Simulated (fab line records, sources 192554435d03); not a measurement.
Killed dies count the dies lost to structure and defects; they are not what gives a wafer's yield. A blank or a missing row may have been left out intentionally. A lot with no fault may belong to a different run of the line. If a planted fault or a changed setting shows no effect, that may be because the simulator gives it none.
Matching of chambers + flow n5Finfet + N5_BEOL_M8_ETCH_61 on rieDiel-06 has 4 sister chambers
The step etches SiARC in CF4, target depth 45.5 nm, time 75.8 s. 16 wafers are shown with their chamber, then 8 later ones without.

## WAFERS WITH THEIR CHAMBER
| wafer  | chamber | showerheadPlenumPTorr (Torr) | drypumpMotorCurrentA (A) | throttleValvePct (%) |
|--------|---------|------------------------------|--------------------------|----------------------|
| L076.2 | 0       | 2.17                         | 5.3                      | 15.48                |
| L076.3 | 3       | 2.27                         | 4.9                      | 15.78                |
| L076.6 | 2       | 2.19                         | 5.3                      | 15.39                |
| L079.2 | 2       | 2.18                         | 5.4                      | 15.39                |
| L079.3 | 1       | 2.27                         | 5.9                      | 15.55                |
| L079.5 | 2       | 2.18                         | 5.4                      | 15.41                |
| L082.1 | 2       | 2.18                         | 5.4                      | 15.41                |
| L082.3 | 1       | 2.27                         | 5.9                      | 15.56                |
| L082.6 | 0       | 2.17                         | 5.3                      | 15.52                |
| L084.3 | 1       | 2.27                         | 5.9                      | 15.57                |
| L084.4 | 0       | 2.17                         | 5.3                      | 15.54                |
| L084.6 | 2       | 2.18                         | 5.3                      | 15.42                |
| L090.1 | 1       | 2.26                         | 5.9                      | 15.60                |
| L090.3 | 2       | 2.18                         | 5.3                      | 15.47                |
| L090.6 | 3       | 2.26                         | 5.0                      | 15.87                |
| L088.3 | 2       | 2.18                         | 5.4                      | 15.46                |

SIGNATURES, as means of the wafers listed above
| reading               | chamber 0 | chamber 1 | chamber 2 | chamber 3 | scatter within a chamber |
|-----------------------|-----------|-----------|-----------|-----------|--------------------------|
| showerheadPlenumPTorr | 2.1700    | 2.2675    | 2.1814    | 2.2650    | 0.00419                  |
| drypumpMotorCurrentA  | 5.300     | 5.900     | 5.357     | 4.950     | 0.043                    |
| throttleValvePct      | 15.5133   | 15.5700   | 15.4214   | 15.8250   | 0.0334                   |
Rule: distance of a wafer from a chamber = root of the sum over the readings of ((wafer's reading minus chamber's mean) / reading's scatter) squared. The wafer belongs to the nearest chamber; if the next one is less than 2 further off, it can't be placed. The scatter: the root of (the sum of the squares of (reading less its chamber's mean) over the shown wafers, divided by (wafers less chambers)).

## WAFERS WHOSE CHAMBER IS MISSING
| wafer  | showerheadPlenumPTorr (Torr) | drypumpMotorCurrentA (A) | throttleValvePct (%) |
|--------|------------------------------|--------------------------|----------------------|
| L088.5 | 2.26                         | 5.0                      | 15.84                |
| L088.6 | 2.18                         | 5.4                      | 15.46                |
| L092.2 | 2.26                         | 5.9                      | 15.60                |
| L092.3 | 2.17                         | 5.4                      | 15.45                |
| L092.6 | 2.16                         | 5.3                      | 15.57                |
| L094.3 | 2.17                         | 5.4                      | 15.48                |
| L094.5 | 2.17                         | 5.4                      | 15.46                |
| L094.6 | 2.26                         | 5.9                      | 15.61                |

## THE CHAMBER EACH PASSED THROUGH
| wafer  | from the rows above     | in truth |
|--------|-------------------------|----------|
| L088.5 | 3                       | 3        |
| L088.6 | 2                       | 2        |
| L092.2 | 1                       | 1        |
| L092.3 | can't be placed: 0 or 2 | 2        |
| L092.6 | 0                       | 0        |
| L094.3 | can't be placed: 0 or 2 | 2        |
| L094.5 | can't be placed: 0 or 2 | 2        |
| L094.6 | 1                       | 1        |
Correct placement for 5 of the 8. From these rows, 3 cannot be placed; in 3 the true chamber is one of the candidates. 0 placed wrongly.
